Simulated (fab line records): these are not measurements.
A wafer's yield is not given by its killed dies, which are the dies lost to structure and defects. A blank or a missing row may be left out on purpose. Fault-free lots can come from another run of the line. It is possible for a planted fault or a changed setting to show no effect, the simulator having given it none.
8D (eight disciplines) problem report, filled in by code + flow nandHarc + the parts of the form that need people (team, actions taken, sign-off) are left out

## 1. WHAT IS WRONG
A mean of 674 is read at NHARC_END_SORT_01 for killedAtArray, taken on 1 wafer of 1 lot, against 28 (standard deviation 11) on wafers free of any fault. That is +59 standard deviations from the usual mean.
First observed at day 20 20:59: wafer L328.1, on prober-01. The record holds 3 wafers of 1 lot with a number at this step. Rule for "out" (also "out of limits"): further than 4 standard deviations from the usual mean. Any other wafer with a number is counted as sound.

## 2. WHAT IT IS AND WHAT IT IS NOT
| question                    | is                        | is not                                                             |
|-----------------------------|---------------------------|--------------------------------------------------------------------|
| which readings at this step | killedAtArray, killedDies | killedAtOther, killedAtPeriphery, killedOpen, killedShort          |
| which lots                  | L328                      | -                                                                  |
| which wafers of those lots  | L328.1                    | L328.3, L328.6                                                     |
| read on which gauges        | prober-01                 | -                                                                  |
| when                        | from day 20 20:59         | up to then (0 sound wafers); but 2 sound wafers of L328 came after |

## 3. SUSPECTS, AND WHAT RULES EACH OUT
Counting: any tool at a process step up to the reading remains a suspect provided it ran every lot that is out. Sound lots after the first of them don't rule it out here, since some wafers of a struck lot are sound.
- the gauge at NHARC_END_SORT_01 is ruled out. All the wafers that are out were read on prober-01, but those of them that NHARC_A_STAIRCASE_ETCH_25 has rows for are out there too, on other tools.
- plasmaAsher-02 at NHARC_A_STAIRCASE_STRIP_171 (strips in O2): kept. It ran the lot that is out, L328 (day 12 06:14).
- rieDiel-07 at NHARC_A_STAIRCASE_ETCH_17 (etches the open film in C4F8/O2, target depth 100 nm, time 40.5 s): kept. It ran the lot that is out, L328 (day 12 09:28). NHARC_A_STAIRCASE_ETCH_17: start missing for some lots; hours and lot order therefore follow NHARC_A_STAIRCASE_ETCH_25.
- rieDiel-07 at NHARC_A_STAIRCASE_TRIM_18 (chemistry O2, time 211.2 s): kept. It ran the lot that is out, L328 (day 12 09:28). NHARC_A_STAIRCASE_TRIM_18: start missing for some lots; hours and lot order therefore follow NHARC_A_STAIRCASE_ETCH_25.
- rieDiel-01 at NHARC_A_STAIRCASE_ETCH_25 (etches the open film in C4F8/O2, target depth 100 nm, time 40.5 s): kept. It ran the lot that is out, L328 (day 12 09:28). Its own oesProductAu readings are out on those wafers.
- The sound lot-mates ran in chamber 1 of plasmaAsher-02 at NHARC_A_STAIRCASE_STRIP_171, but the wafers that are out ran in chamber 0.
- Within rieDiel-07 at NHARC_A_STAIRCASE_ETCH_17: the wafers that are out ran in chamber 3; their sound lot-mates ran in chambers 0, 1.
- Within rieDiel-07 at NHARC_A_STAIRCASE_TRIM_18: the wafers that are out ran in chamber 3; their sound lot-mates ran in chambers 0, 2.
- Within rieDiel-01 at NHARC_A_STAIRCASE_ETCH_25: the wafers that are out ran in chamber 0; their sound lot-mates ran in chambers 2, 3.
Left after counting: plasmaAsher-02 at NHARC_A_STAIRCASE_STRIP_171, rieDiel-07 at NHARC_A_STAIRCASE_ETCH_17, rieDiel-07 at NHARC_A_STAIRCASE_TRIM_18, rieDiel-01 at NHARC_A_STAIRCASE_ETCH_25.

## 4. THE CAUSE (what the simulator had put in)
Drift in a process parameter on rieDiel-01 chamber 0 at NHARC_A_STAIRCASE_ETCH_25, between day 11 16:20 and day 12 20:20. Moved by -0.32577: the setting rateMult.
Counting leaves 4 suspects; this tool is one of them.

## 5. THE EFFECT CHAIN, in route order
Each row: a reading whose mean over the struck wafers that have a number lies more than 3 standard deviations from the usual. Scope: only readings with a usual standard deviation given in the record; hours: median across lots of the time from each lot's start at the first step in this table that gives one to its start at this step; sigmas: change in usual standard deviations.
| hours | step                      | reading       | usual      | on struck wafers | change | sigmas |
|-------|---------------------------|---------------|------------|------------------|--------|--------|
| 0     | NHARC_A_STAIRCASE_ETCH_25 | oesProductAu  | 0.948 a.u. | 0.785            | -0.163 | -13    |
| 204   | NHARC_END_SORT_01         | killedAtArray | 28         | 674              | +646   | +59    |
| 204   | NHARC_END_SORT_01         | killedDies    | 32         | 677              | +645   | +59    |
The process steps in it:
- NHARC_A_STAIRCASE_ETCH_25: etches the open film in C4F8/O2, target depth 100 nm, time 40.5 s.

## 6. WHAT WOULD HAVE CAUGHT IT SOONER
221 hours passed between the start of the fault at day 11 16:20 and the first reading out of limits at a measuring or inspecting step in this record, taken at day 20 20:59.
The tool's own readings at NHARC_A_STAIRCASE_ETCH_25 were out on every struck wafer that the step has a row for (oesProductAu): an alarm limit on them would have fired on the first of those.
By day 20 20:59 the whole set of lots that are out, 1 in number, had already begun NHARC_A_STAIRCASE_ETCH_25 on rieDiel-01. A hold on the tool at that time would have spared none of them.
